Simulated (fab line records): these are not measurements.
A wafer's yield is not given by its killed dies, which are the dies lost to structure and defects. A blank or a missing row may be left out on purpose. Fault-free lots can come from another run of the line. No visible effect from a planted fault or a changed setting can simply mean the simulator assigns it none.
Which tool did it? | flow n5-finfet | 23 lots, 69 wafers sampled, at 2 steps of a route of 1938

== WHAT THE GAUGES READ, wafer by wafer ==
N5_BEOL_M13_CD_MEAS_17: target cd 190 nm. Usual: cd-nm reads 189.6 nm (standard deviation 1.8).
lot  | measured     | on        | cd-nm (nm)        | flag
L076 | day 11 03:19 | cd-sem-01 | 189.6 189.4 188.7 |
L075 | day 11 09:06 | cd-sem-01 | 189.5 187.7 188.2 |
L074 | day 11 09:44 | cd-sem-02 | 189.9 187.8 192.3 |
L077 | day 11 13:53 | cd-sem-01 | 191.1 191.0 193.0 |
L078 | day 12 07:17 | cd-sem-01 | 186.7 186.3 187.1 |
L080 | day 12 07:32 | cd-sem-02 | 192.1 190.4 190.0 |
L079 | day 12 09:53 | cd-sem-03 | 192.8 192.7 189.9 |
L081 | day 12 21:17 | cd-sem-02 | 188.8 188.1 189.3 |
L083 | day 13 13:21 | cd-sem-03 | 193.0 191.4 187.7 |
L084 | day 13 13:28 | cd-sem-01 | 189.1 192.7 192.2 |
L082 | day 13 14:06 | cd-sem-02 | 190.7 192.3 188.8 |
L085 | day 14 01:55 | cd-sem-02 | 189.9 189.8 187.9 |
L086 | day 14 21:43 | cd-sem-01 | 188.6 189.6 186.7 |
L087 | day 14 22:07 | cd-sem-01 | 189.9 189.3 190.2 |
L089 | day 15 15:31 | cd-sem-03 | 188.3 189.8 188.9 |
L088 | day 15 15:58 | cd-sem-01 | 192.1 189.7 191.5 |
L093 | day 16 00:17 | cd-sem-01 | 190.6 188.0 190.2 |
L091 | day 16 06:12 | cd-sem-01 | 186.7 191.3 187.4 |
L092 | day 16 08:31 | cd-sem-03 | 190.2 188.8 191.0 |
L094 | day 16 14:36 | cd-sem-02 | 190.9 188.0 190.5 |
L095 | day 16 15:54 | cd-sem-01 | 187.9 192.4 187.0 |
L097 | day 17 11:11 | cd-sem-02 | 189.6 186.9 189.6 |
L096 | day 17 12:25 | cd-sem-01 | 187.1 189.7 188.3 |

== WHICH TOOL RAN EACH LOT (tool, then ch and the chambers of the sampled wafers, then the start) ==
lot  | N5_BEOL_M12_SPUTTER_44
L076 | pvd-sputter-03, day 11 00:52
L075 | pvd-sputter-02, day 11 06:44
L074 | pvd-sputter-03, day 11 07:19
L077 | pvd-sputter-03, day 11 11:34
L078 | pvd-sputter-03, day 12 00:43
L080 | pvd-sputter-03, day 12 01:02
L079 | pvd-sputter-02, day 12 03:28
L081 | pvd-sputter-03, day 12 15:41
L083 | pvd-sputter-03, day 13 10:38
L084 | pvd-sputter-01, day 13 10:50
L082 | pvd-sputter-03, day 13 10:59
L085 | pvd-sputter-01, day 13 20:21
L086 | pvd-sputter-02, day 14 19:32
L087 | pvd-sputter-01, day 14 19:45
L089 | pvd-sputter-02, day 15 13:11
L088 | pvd-sputter-02, day 15 13:33
L093 | pvd-sputter-02, day 15 21:56
L091 | pvd-sputter-03, day 16 03:31
L092 | pvd-sputter-01, day 16 06:15
L094 | pvd-sputter-03, day 16 12:23
L095 | pvd-sputter-02, day 16 13:31
L097 | pvd-sputter-03, day 17 08:38
L096 | pvd-sputter-03, day 17 09:55
- N5_BEOL_M12_SPUTTER_44: material Ta, target thk 10 nm, time 16.13 s.

== WHAT THE TOOLS THEMSELVES READ (means of the sampled wafers that have a number; where no wafer has one, the mark that the record gives instead) ==
N5_BEOL_M12_SPUTTER_44. Usual: chamber-pressure-pa 0.07002 Pa, standard deviation 0.00013; substrate-temp-c 50.00 C, standard deviation 0.12; throttle-valve-pct 30.2 %, standard deviation 0.81.
lot  | tool           | chamber-pressure-pa (Pa) | substrate-temp-c (C) | throttle-valve-pct (%) | flag
L076 | pvd-sputter-03 | 0.07009                  | 50.05                | 30.8                   |
L075 | pvd-sputter-02 | 0.06995                  | 50.05                | 29.8                   |
L074 | pvd-sputter-03 | 0.06988                  | 50.04                | 30.7                   |
L077 | pvd-sputter-03 | 0.07005                  | 50.05                | 30.3                   |
L078 | pvd-sputter-03 | 0.07009                  | 50.08                | 30.6                   |
L080 | pvd-sputter-03 | 0.06993                  | 49.97                | 30.3                   |
L079 | pvd-sputter-02 | 0.07013                  | 50.00                | 30.0                   |
L081 | pvd-sputter-03 | 0.07001                  | 49.97                | 31.0                   |
L083 | pvd-sputter-03 | 0.07005                  | 50.05                | 30.4                   |
L084 | pvd-sputter-01 | 0.07007                  | 49.90                | 28.7                   |
L082 | pvd-sputter-03 | 0.06998                  | 50.02                | 30.5                   |
L085 | pvd-sputter-01 | 0.07010                  | 49.93                | 29.9                   |
L086 | pvd-sputter-02 | 0.07016                  | 49.87                | 29.9                   |
L087 | pvd-sputter-01 | 0.06990                  | 49.99                | 29.7                   |
L089 | pvd-sputter-02 | 0.06987                  | 50.00                | 30.0                   |
L088 | pvd-sputter-02 | 0.07005                  | 49.99                | 30.1                   |
L093 | pvd-sputter-02 | 0.07001                  | 50.05                | 29.9                   |
L091 | pvd-sputter-03 | 0.07005                  | 49.86                | 29.8                   |
L092 | pvd-sputter-01 | 0.07001                  | 49.89                | 29.7                   |
L094 | pvd-sputter-03 | 0.07001                  | 50.12                | 30.6                   |
L095 | pvd-sputter-02 | 0.06992                  | 50.04                | 30.0                   |
L097 | pvd-sputter-03 | 0.06999                  | 50.01                | 30.3                   |
L096 | pvd-sputter-03 | 0.07001                  | 49.94                | 29.9                   |

== THE ANSWER, worked out from the rows above alone ==
Rule: lot off if the mean of its wafers having a number is beyond 3 standard deviations from the usual mean. Also off: a lot with no number at a reading for which 4 or more lots have one. Where the step has rows for the other lots, those lots are counted as sound. The gauges are gone through in route order, then the tools' own readings, and for those a lot's mean is taken as printed above. At the first step where some lot is off, the reading lying furthest off is the one used; lots without a number count as furthest.
Nothing can be told from this: no lot is off at any reading shown.

== WHAT WAS PUT IN BY THE SIMULATOR ==
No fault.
